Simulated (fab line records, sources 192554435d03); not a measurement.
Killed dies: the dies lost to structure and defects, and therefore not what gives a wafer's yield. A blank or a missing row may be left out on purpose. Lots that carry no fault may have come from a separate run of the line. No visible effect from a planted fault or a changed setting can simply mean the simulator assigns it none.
fab line records	flow n5_finfet
record: lots: 11	wafers: 32	last_day: 17
route steps=1938 shown BEOL_M2@898 BEOL_M4@1111
lots untouched by any fault: they come from a run of this same line in which no faults occurred
start_h: start of the lot's first displayed wafer, in hours after the record's first day	wait_h: hours from the lot's prior step to this one	" as in the row above	L1.1+2: a single row standing in for several wafers	- no value, or no start was given	* or withheld: withheld	< > ~ a bound
route shown NAME@n: NAME is a module with steps in the file, n the number in the route of the first one	usual: mean/standard deviation taken from wafers without a fault	same: alike in all rows	chamber/n: place in a boat	sites: readings site by site	_std_site: how widely they spread, as a standard deviation	_edge_site: inner sites' mean taken away from outer sites' mean	radius_mm: for every site, how far away it sits from the centre of the wafer	mask NAME#n: copy n	behind: tool/chamber where the wafer was last shaped	hold: why the lot went on hold/how many hours it stayed there/how the hold came to an end	device: the n, p or np transistor that did not switch	end of line: the same wafers' tests at the end of the route	a step with no rows: only its recipe	killed: dies lost to structure and defects at the first sort, not the wafer's yield	map: dies across one wafer; x = killed, . = not, _ = none there
set.NAME: the run value of the setting; set.NAME@STEP: its run value at that earlier step	model.NAME: the simulator's own value behind a step, which no gauge read
the route's steps for a sample of lots (tables are steps, rows are wafers)
services: from which hour (start_h, from the record's first day; less than 0 if before it) a tool's chamber was out of use, for how many hours, and why
== steps ==
step: N5_BEOL_M2_CD_MEAS_35
recipe: target_cd_nm: 18	target_cd_y_nm: 22.2	polarity: opening
usual: cd_nm: 18.2/0.52
lot.wafer	tool	chamber	start_h	wait_h	cd_nm
L334.2	cd_sem-01	-	141.13	0.0	18.7
L334.5	"	-	"	"	18.6
L337.1	cd_sem-01	-	163.73	0.0	18.6
L337.4	"	-	"	"	19.3
L337.5	"	-	"	"	18.2
L342.1	cd_sem-01	-	187.65	0.0	19.3
L342.4	"	-	"	"	18.7
L342.5	"	-	"	"	17.9
L341.1	cd_sem-02	-	192.10	0.0	18.2
L341.4	"	-	"	"	18.3
L341.5	"	-	"	"	18.4
L347.1	cd_sem-02	-	224.77	0.0	18.4
L347.4	"	-	"	"	18.3
L347.6	"	-	"	"	18.0
L346.3	cd_sem-01	-	227.17	0.0	18.1
L346.4	"	-	"	"	17.9
L346.6	"	-	"	"	17.4
L348.1	cd_sem-03	-	227.57	0.0	17.9
L348.4	"	-	"	"	17.7
L348.5	"	-	"	"	18.1
L349.2	cd_sem-01	-	235.85	0.0	17.7
L349.4	"	-	"	"	17.5
L349.6	"	-	"	"	17.2
L355.1	cd_sem-02	-	263.18	0.0	19.1
L355.3	"	-	"	"	18.5
L355.6	"	-	"	"	18.7
L356.2	cd_sem-03	-	267.91	0.0	17.9
L356.3	"	-	"	"	18.7
L356.5	"	-	"	"	18.5
L357.1	cd_sem-03	-	287.77	0.0	17.8
L357.2	"	-	"	"	18.4
L357.3	"	-	"	"	18.4
step: N5_BEOL_M2_SPUTTER_48
recipe: material: Cu	target_thk_a: 45	temp_c: -20	chamber_pressure_pa: 0.07	power_w: withheld	time_s: 8.29
usual: throttle_valve_pct: 30.4/0.83
lot.wafer	tool	chamber	start_h	wait_h	throttle_valve_pct
L334.2	pvd_sputter-03	-	142.17	0.5	30.7
L334.5	"	-	"	"	30.6
L337.1	pvd_sputter-02	-	165.68	0.1	29.5
L337.4	"	-	"	"	29.2
L337.5	"	-	"	"	29.5
L342.1	pvd_sputter-03	-	190.59	1.5	30.4
L342.4	"	-	"	"	29.5
L342.5	"	-	"	"	29.6
L341.1	pvd_sputter-02	-	193.28	0.1	29.3
L341.4	"	-	"	"	29.5
L341.5	"	-	"	"	29.2
L347.1	pvd_sputter-01	-	225.45	0.1	30.6
L347.4	"	-	"	"	29.7
L347.6	"	-	"	"	29.5
L346.3	pvd_sputter-02	-	229.69	1.5	29.7
L346.4	"	-	"	"	31.0
L346.6	"	-	"	"	29.4
L348.1	pvd_sputter-01	-	230.81	0.1	30.6
L348.4	"	-	"	"	30.9
L348.5	"	-	"	"	30.5
L349.2	pvd_sputter-01	-	237.35	0.1	30.6
L349.4	"	-	"	"	29.7
L349.6	"	-	"	"	30.4
L355.1	pvd_sputter-01	-	264.29	0.1	29.7
L355.3	"	-	"	"	30.9
L355.6	"	-	"	"	30.7
L356.2	pvd_sputter-01	-	269.04	0.1	30.5
L356.3	"	-	"	"	30.6
L356.5	"	-	"	"	30.7
L357.1	pvd_sputter-02	-	290.49	0.1	29.7
L357.2	"	-	"	"	32.5
L357.3	"	-	"	"	31.1
step: N5_BEOL_M2_ANNEAL_87
recipe: temp_c: 400	time_s: 240	ambient: vacuum
usual: heater_power_w: 805/92	susceptor_temp_C: 400.02/0.21
lot.wafer	tool	chamber	start_h	wait_h	heater_power_w	susceptor_temp_C
L334.2	pvd_sputter-03	-	142.91	0.0	945	399.94
L334.5	"	-	"	"	822	400.00
L337.1	pvd_sputter-02	-	166.42	0.0	713	400.16
L337.4	"	-	"	"	864	399.79
L337.5	"	-	"	"	726	400.06
L342.1	pvd_sputter-03	-	191.33	0.0	927	399.93
L342.4	"	-	"	"	988	400.08
L342.5	"	-	"	"	1024	400.30
L341.1	pvd_sputter-02	-	194.02	0.0	864	399.98
L341.4	"	-	"	"	726	399.71
L341.5	"	-	"	"	864	400.07
L347.1	pvd_sputter-01	-	226.19	0.0	725	399.92
L347.4	"	-	"	"	919	400.15
L347.6	"	-	"	"	908	400.10
L346.3	pvd_sputter-02	-	230.43	0.0	-	-
L346.4	"	-	"	"	-	-
L346.6	"	-	"	"	-	-
L348.1	pvd_sputter-01	-	231.55	0.0	-	-
L348.4	"	-	"	"	-	-
L348.5	"	-	"	"	-	-
L349.2	pvd_sputter-01	-	238.09	0.0	-	-
L349.4	"	-	"	"	-	-
L349.6	"	-	"	"	-	-
L355.1	pvd_sputter-01	-	265.03	0.0	960	400.16
L355.3	"	-	"	"	697	399.78
L355.6	"	-	"	"	732	400.35
L356.2	pvd_sputter-01	-	269.78	0.0	742	400.02
L356.3	"	-	"	"	742	400.10
L356.5	"	-	"	"	758	400.10
L357.1	pvd_sputter-02	-	291.23	0.0	712	400.08
L357.2	"	-	"	"	832	399.61
L357.3	"	-	"	"	800	400.06
step: N5_BEOL_M2_ANNEAL_91
recipe: temp_c: 400	time_s: 240	ambient: vacuum
usual: heater_power_w: 806/92	susceptor_temp_C: 400.02/0.23
lot.wafer	tool	chamber	start_h	wait_h	heater_power_w	susceptor_temp_C
L334.2	pvd_sputter-03	-	143.35	0.0	924	400.07
L334.5	"	-	"	"	838	400.13
L337.1	pvd_sputter-02	-	166.86	0.0	713	400.20
L337.4	"	-	"	"	850	400.16
L337.5	"	-	"	"	719	400.01
L342.1	pvd_sputter-03	-	191.77	0.0	934	399.87
L342.4	"	-	"	"	1016	400.33
L342.5	"	-	"	"	990	399.94
L341.1	pvd_sputter-02	-	194.46	0.0	852	400.08
L341.4	"	-	"	"	717	399.97
L341.5	"	-	"	"	828	400.15
L347.1	pvd_sputter-01	-	226.63	0.0	724	399.98
L347.4	"	-	"	"	936	399.85
L347.6	"	-	"	"	949	400.21
L346.3	pvd_sputter-02	-	230.87	0.0	712	399.93
L346.4	"	-	"	"	802	399.83
L346.6	"	-	"	"	868	400.39
L348.1	pvd_sputter-01	-	231.99	0.0	708	400.00
L348.4	"	-	"	"	741	400.08
L348.5	"	-	"	"	708	400.12
L349.2	pvd_sputter-01	-	238.53	0.0	678	400.26
L349.4	"	-	"	"	890	399.80
L349.6	"	-	"	"	713	400.03
L355.1	pvd_sputter-01	-	265.47	0.0	930	399.97
L355.3	"	-	"	"	700	400.14
L355.6	"	-	"	"	741	399.76
L356.2	pvd_sputter-01	-	270.22	0.0	733	399.88
L356.3	"	-	"	"	714	400.13
L356.5	"	-	"	"	741	399.75
L357.1	pvd_sputter-02	-	291.67	0.0	725	399.79
L357.2	"	-	"	"	813	400.52
L357.3	"	-	"	"	799	400.28
step: N5_BEOL_M4_RC_MEAS_101
usual: DIBL_N: 36.2/2	DIBL_P: 36.1/2.4	IOFF_N: 0.16/0.035	IOFF_P: 0.22/0.041	ION_N: 675/14	ION_P: 465/8.6	SS_N: 71.5/0.64	SS_P: 73.2/0.76	VT_N: 250/3.9	VT_P: -249/3.4
lot.wafer	tool	chamber	start_h	wait_h	DIBL_N[mV/V]	DIBL_P[mV/V]	IOFF_N[nA/um]	IOFF_P[nA/um]	ION_N[uA/um]	ION_P[uA/um]	SS_N[mV/dec]	SS_P[mV/dec]	VT_N[mV]	VT_P[mV]
L334.2	prober-02	0	175.05	0.2	38.0	37.1	0.19	0.23	692	470	72.1	73.5	247	-248
L334.5	"	0	"	"	38.1	37.0	0.19	0.22	686	465	71.9	73.8	249	-252
L337.1	prober-02	0	196.07	0.0	36.6	35.9	0.18	0.23	688	476	71.7	73.7	245	-248
L337.4	"	0	"	"	35.0	33.7	0.14	0.18	659	447	71.1	72.8	251	-252
L337.5	"	0	"	"	37.3	37.3	0.20	0.25	688	469	71.7	74.3	241	-246
L342.1	prober-01	0	213.22	0.0	35.8	36.1	0.17	0.22	674	459	72.0	72.8	245	-247
L342.4	"	0	"	"	39.0	40.3	0.22	0.29	679	463	72.3	73.5	248	-244
L342.5	"	0	"	"	36.4	37.6	0.18	0.25	686	467	70.7	74.2	248	-245
L341.1	prober-01	0	225.70	0.0	38.1	38.1	0.19	0.27	684	475	71.7	73.3	246	-244
L341.4	"	0	"	"	35.5	34.8	0.14	0.23	669	472	71.5	72.6	253	-249
L341.5	"	0	"	"	39.5	39.4	0.23	0.31	694	474	72.5	74.0	246	-245
L347.1	prober-01	0	255.86	0.0	37.1	38.2	0.16	0.24	678	467	71.9	73.2	249	-248
L347.4	"	0	"	"	35.0	35.3	0.13	0.19	661	461	71.2	72.9	254	-249
L347.6	"	0	"	"	36.6	38.1	0.16	0.23	679	472	71.1	73.7	251	-248
L346.3	prober-02	0	256.79	0.3	34.5	37.1	0.17	0.26	700	483	71.5	73.2	245	-246
L346.4	"	0	"	"	37.8	40.2	0.21	0.30	692	479	72.4	73.9	248	-243
L346.6	"	0	"	"	36.8	39.5	0.19	0.29	701	482	71.1	73.4	248	-244
L348.1	prober-01	0	262.25	0.0	38.9	38.2	0.21	0.26	693	479	72.0	73.1	242	-246
L348.4	"	0	"	"	39.1	38.8	0.21	0.28	697	473	71.6	74.4	247	-244
L348.5	"	0	"	"	36.9	34.9	0.16	0.22	672	459	71.2	74.1	247	-249
L349.2	prober-02	0	264.35	0.2	37.5	37.1	0.17	0.23	675	461	72.2	73.9	249	-249
L349.4	"	0	"	"	37.6	37.2	0.17	0.23	680	462	72.6	73.5	250	-247
L349.6	"	0	"	"	33.6	33.2	0.12	0.18	682	476	70.6	71.9	253	-250
L355.1	prober-02	0	295.93	0.0	35.1	34.5	0.12	0.15	673	450	70.5	73.3	255	-255
L355.3	"	0	"	"	39.0	38.9	0.17	0.20	664	453	72.7	74.4	254	-252
L355.6	"	0	"	"	39.5	40.1	0.18	0.21	679	456	72.6	73.8	256	-253
L356.2	prober-01	0	298.72	0.2	36.4	34.9	0.14	0.19	669	456	71.8	72.9	253	-251
L356.3	"	0	"	"	37.7	37.5	0.19	0.22	682	464	71.5	74.7	247	-251
L356.5	"	0	"	"	38.0	37.4	0.18	0.24	678	461	72.2	74.3	250	-246
L357.1	prober-01	0	314.81	0.0	36.4	36.3	0.15	0.18	654	446	71.6	73.3	257	-255
L357.2	"	0	"	"	36.0	36.5	0.14	0.18	671	454	71.5	73.3	254	-254
L357.3	"	0	"	"	33.9	33.8	0.12	0.16	669	458	70.8	71.7	254	-256
== services ==
tool	chamber	start_h	hours	kind
pvd_sputter-01	-	163.99	2.8	repair
== key ==
first_sign: step: N5_BEOL_M2_ANNEAL_87	reading: tool_record	direction: missing
effect none on later readings
met_at N5_BEOL_M2_ANNEAL_87
struck_lots L346,L348,L349
baseline_loss: step: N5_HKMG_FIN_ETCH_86	wafers: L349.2
not_acting_at N5_BEOL_M2_CD_MEAS_35,N5_BEOL_M2_SPUTTER_48,N5_BEOL_M2_ANNEAL_91
onset_between 226.19 230.43
fault: kind: skipped_step_whole	tool: pvd_sputter-01,pvd_sputter-02	chamber: -	onset_h: 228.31	steps: N5_BEOL_M2_ANNEAL_87	scope: struck_lots_only
baseline_loss: these wafers lose ten dies or more at that step, a loss of the line's own and not of a fault; the sort's usual values leave them out
